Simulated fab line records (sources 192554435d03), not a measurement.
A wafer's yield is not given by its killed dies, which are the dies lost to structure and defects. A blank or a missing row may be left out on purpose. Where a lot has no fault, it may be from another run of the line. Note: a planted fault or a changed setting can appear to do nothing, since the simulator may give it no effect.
Lot-split experiment    flow n5_finfet    on a route of 1938 steps: 7 lots, 21 wafers read

ABOUT THE SPLIT
At N5_BEOL_M4_COAT_62 (time 60 s, resist thk 12 nm), the setting spin_rpm was moved away from the recipe's 1500 rpm on 4 of the 21 wafers read, by -10.9% to -5.1%. This setting was run at the recipe's value on the other wafers.

FROM THE SPLIT TO THE READING: what the file shows between them, 5 steps
- N5_BEOL_M4_COAT_73: time 60 s, resist thk 5 nm (also split here: spin_rpm)
- N5_BEOL_M4_COAT_05: resist thk 30 nm
- N5_BEOL_M4_EBR_07
- N5_BEOL_M4_DESCUM_16: chemistry O2, time 7 s
- N5_BEOL_M4_ETCH_74: etches underlayer in N2/H2, target depth 6.5 nm, time 5.2 s

THE READING
etch.depth_nm (the simulator's own value, which no gauge read), in nm, at N5_BEOL_M4_ETCH_63 (etches SiARC in CF4, target depth 15.6 nm, time 26 s). No usual value for it is given in the file. Here, 17 wafers ran the recipe; their average is 11.99 nm with a standard deviation of 0.046 nm.

wafer   tool, chamber at the split  spin_rpm as run, rpm  against the recipe  etch.depth_nm, nm  against lot-mates on the recipe
L077.1  litho_track-03, 0           1500                  recipe              11.96              -
L077.2  litho_track-03, 0           1500                  recipe              11.95              -
L077.3  litho_track-03, 0           1500                  recipe              11.91              -
L082.2  litho_track-01, 0           1500                  recipe              12.06              -
L082.3  litho_track-01, 0           1500                  recipe              12.08              -
L082.6  litho_track-01, 0           1500                  recipe              12.07              -
L084.3  litho_track-03, 0           1500                  recipe              11.97              -
L084.5  litho_track-03, 0           1337                  -10.9%              12.68              +0.71
L084.6  litho_track-03, 0           1337                  -10.9%              12.68              +0.71
L085.1  litho_track-01, 0           1500                  recipe              11.95              -
L085.5  litho_track-01, 0           1500                  recipe              11.94              -
L085.6  litho_track-01, 0           1500                  recipe              11.99              -
L087.2  litho_track-04, 0           1500                  recipe              12                 -
L087.3  litho_track-04, 0           1500                  recipe              12                 -
L087.6  litho_track-04, 0           1500                  recipe              12.02              -
L089.2  litho_track-03, 0           1424                  -5.1%               12.3               +0.27
L089.5  litho_track-03, 0           1500                  recipe              12.03              -
L089.6  litho_track-03, 0           1424                  -5.1%               12.28              +0.25
L093.2  litho_track-01, 0           1500                  recipe              11.98              -
L093.3  litho_track-01, 0           1500                  recipe              11.98              -
L093.6  litho_track-01, 0           1500                  recipe              11.96              -

FIT RESULTS
A straight line over all 21 wafers: etch.depth_nm changes by -0.0627 nm for each +1% of spin_rpm; r = -0.98; the points scatter about the line by 0.044 nm.
The same after taking each lot's own level away (the mean of its wafers on the recipe; 21 wafers): -0.0632 nm for each +1%; r = -0.99; scatter 0.025 nm.
Per that fit: largest spin_rpm move, reading shift of 0.69 nm.
The span of the lots' own levels, 11.940 to 12.070 nm, comes to 2.8 times the standard deviation stated above.
Hence the lot-to-lot level has little effect on the slope; both slopes agree.
Check: +0.665 nm against its lot-mates is what the line predicts for one of the wafers moved furthest among these (-10.9%) when that wafer is left out of the fit. It came out at +0.71 nm against them.

OTHER SPLITS ON THESE WAFERS
Before the reading, these wafers also passed through other splits. Each is held against what the fit with the lots' levels taken away leaves over:
other split on the same wafers    wafers away from the commonest value  r with etch.depth_nm (lot level and that fit taken away)
N5_BEOL_M0_SAQP_COAT_08 spin_rpm  3                                     +0.41
N5_BEOL_M2_DESCUM_16 time_s       9                                     -0.18
N5_BEOL_M2_ETCH_64 source_w       10                                    -0.43
N5_BEOL_M3_ETCH_64 time_s         10                                    -0.32
N5_BEOL_M3_COAT_76 spin_rpm       8                                     -0.41
N5_BEOL_M4_COAT_73 spin_rpm       12                                    +0.50

THE WHOLE CHAIN: every reading that the file lists as answering this split, in the file's order
step                what it does                                          reading                                                                           change (the file's fit)                 r (the file's)
N5_BEOL_M4_COAT_62  time 60 s, resist thk 12 nm                           SiARC_of_BEOL_M4_COAT_62.thk_nm (the simulator's own value, which no gauge read)  -0.0559 nm for each +1% of the setting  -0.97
N5_BEOL_M4_ETCH_63  etches SiARC in CF4, target depth 15.6 nm, time 26 s  etch.depth_nm (the simulator's own value, which no gauge read)                    -0.063 nm for each +1% of the setting   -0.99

FILE'S OWN FIT
etch.depth_nm changes by -0.063 nm for each +1% of spin_rpm, r = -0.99.
